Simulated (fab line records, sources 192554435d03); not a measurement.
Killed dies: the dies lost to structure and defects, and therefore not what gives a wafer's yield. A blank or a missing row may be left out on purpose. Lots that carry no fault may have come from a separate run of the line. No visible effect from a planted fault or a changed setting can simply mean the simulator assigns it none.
Chamber matching | flow n5Finfet | N5_BEOL_M7_ETCH_72 on rieDiel-06: 4 sister chambers
The step etches underlayer in N2/H2, target depth 6.5 nm, time 5.2 s. 4 wafers are shown with their chamber, then 11 later ones without.

WAFERS, EACH WITH ITS CHAMBER
wafer  | chamber | drypumpMotorCurrentA (A)
L086.2 | 2       | 5.4
L090.1 | 3       | 5.4
L090.5 | 0       | 6.0
L091.2 | 1       | 5.5

WAFERS WHOSE CHAMBER IS MISSING
wafer  | drypumpMotorCurrentA (A)
L091.4 | 5.4
L091.6 | 6.1
L094.1 | 5.5
L094.2 | 6.0
L094.3 | 5.3
L094.4 | 5.4
L094.5 | 6.1
L094.6 | 5.4
L097.3 | 5.4
L097.5 | 5.4
L097.6 | 6.1

WHICH CHAMBER EACH ONE RAN IN
wafer  | from the rows above          | in truth
L091.4 | can't be placed: 2 or 3 or 1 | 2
L091.6 | 0                            | 0
L094.1 | can't be placed: 1 or 2 or 3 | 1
L094.2 | 0                            | 0
L094.3 | can't be placed: 2 or 3 or 1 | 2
L094.4 | can't be placed: 2 or 3 or 1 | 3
L094.5 | 0                            | 0
L094.6 | can't be placed: 2 or 3 or 1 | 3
L097.3 | can't be placed: 2 or 3 or 1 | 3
L097.5 | can't be placed: 2 or 3 or 1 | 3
L097.6 | 0                            | 0
Correctly placed: 4 of 11. Cannot be placed on the basis of these rows: 7; the candidates contain the true chamber in 7. Placed wrongly: 0.
How it was worked out, from the rows above alone: a wafer's distance from a chamber is the root of the sum, over the readings, of the square of ((its reading less the chamber's mean) divided by the reading's scatter). The wafer belongs to the nearest chamber; if the next one is less than 2 further off, it can't be placed. For every chamber, the mean is computed from those of its wafers that are shown. The scatter: with one shown wafer a chamber, the root of the mean of the squares of how far each hidden wafer lies from its nearest shown one.
